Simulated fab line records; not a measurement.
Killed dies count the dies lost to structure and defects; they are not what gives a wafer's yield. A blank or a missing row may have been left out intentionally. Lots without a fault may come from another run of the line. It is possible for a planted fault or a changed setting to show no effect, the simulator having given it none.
Comparing a struck lot with a sound one -- flow n5 finfet -- 15 steps out of a route of 1938
Sound: these wafers, L527.1, L527.3, L527.4. Struck: wafer L543.3 (left out: L543.5, L543.6 of the same lot, which were not struck); the cause appears at the end.
For every step that has rows: the tool of each side, followed by ch and its chambers, followed by its first start. Under that, the readings that differ: sound wafers -- struck wafers -- difference of the means -- sigmas: that difference in standard deviations of wafers without a fault.
alike: readings whose means differ by less than 2 such deviations, and words and numbers that are the same on both sides. not compared: withheld readings, readings that some wafer has no value for, bounds like >300 that may hide the same value, and numbers for which the record gives no deviation and whose values overlap.
The two part at a step that has a row with sigmas, a row that says differs or no value, or rows on one side only. Numbers that have no deviation but don't overlap get no sigmas and don't part them. Lack of a reading on every wafer of one side parts them only where that side has two or more wafers.

first, 2 steps without rows for these wafers: N5_BEOL_M6_CURE_75 (cures SiCOH lowk, time 120 s); N5_BEOL_M6_DEGAS_44 (time 60 s).
N5_BEOL_M6_PRE_CLEAN_45: time 30 s.
  struck on pvd sputter-02, day 13 07:07; sound on pvd sputter-02, day 9 07:19
  alike: heater power w
N5_BEOL_M6_ALD_77: deposits TaN, target thk 2 nm, pulse time 2 s, purge time 3 s.
  sound on ald metal-01 ch 1,2,3, day 9 07:22; struck on ald metal-04 ch 1, day 13 07:10
  alike: heater power w
N5_BEOL_M6_SURFACE_TREAT_79:
  struck on pvd sputter-03, day 13 07:46; sound on pvd sputter-03, day 9 07:55
  not compared: throttle valve pct
then, 3 steps without rows for these wafers: N5_BEOL_M6_CVD_78 (deposits Co from CCTBA/H2, target thk 2 nm, time 142.3 s); N5_BEOL_M6_SPUTTER_48 (material Cu, target thk 10 nm, time 1.667 s); N5_BEOL_M6_ECD_50 (material Cu, target thk 300 nm).
N5_BEOL_M6_ANNEAL_51: time 90 s.
  sound on rtp anneal-02 ch 0, day 9 08:56; struck on rtp anneal-01 ch 0, day 13 08:34
reading,sound,struck,difference,sigmas
anneal temp c max,225.3 225.2 225.6,226.1,+0.7,+2
  alike: wafer_temp_C_max
N5_BEOL_M6_CMP_52: polishes, stops on SiCOH lowk, t overpolish 6.9 s, target thk 80 nm.
  sound on cmp-03 ch 0,1,3, day 9 09:14; struck on cmp-02 ch 3, day 13 08:51
reading,sound,struck,difference,sigmas
barrier field endpoint s (s),29.3 28.9 28.6,27.4,-1.5,-2
  alike: motor current A, overpolish run s, time to endpoint s
N5_BEOL_M6_THK_MEAS_53: measures by xrf.
  struck on film metro-02, day 13 09:04; sound on film metro-01, day 9 09:32
  alike: M6_THK
then, 1 step without rows for these wafers: N5_BEOL_M6_PRE_CLEAN_55 (time 15 s).
N5_BEOL_M6_DEP_56: deposits SiCN from 3MS/NH3, target thk 10 nm, time 17.5 s.
  sound on pecvd-04 ch 1,2, day 9 09:36; struck on pecvd-03 ch 2, day 13 09:08
reading,sound,struck,difference,sigmas
model.SiCN_of_BEOL_M6_DEP_56.thk nm (nm),10 10 10.2,15.2,+5.1,
  alike: showerhead plenum p Torr, throttle valve pct
N5_BEOL_M6_RS_MEAS_57: a four-point-probe measurement.
  struck on film metro-01, day 13 09:12; sound on film metro-01, day 9 09:40
  alike: M6_RS
next, for these wafers, 1 step has no rows: N5_PASSIVATION_PROBE_49.

== WHERE THEY PART ==
First at N5_BEOL_M6_ANNEAL_51; last, within this record, at N5_BEOL_M6_CMP_52. Later steps at which nothing parts them and some readings are alike: N5_BEOL_M6_THK_MEAS_53, N5_BEOL_M6_DEP_56, N5_BEOL_M6_RS_MEAS_57.

WHY: what the simulator had put in
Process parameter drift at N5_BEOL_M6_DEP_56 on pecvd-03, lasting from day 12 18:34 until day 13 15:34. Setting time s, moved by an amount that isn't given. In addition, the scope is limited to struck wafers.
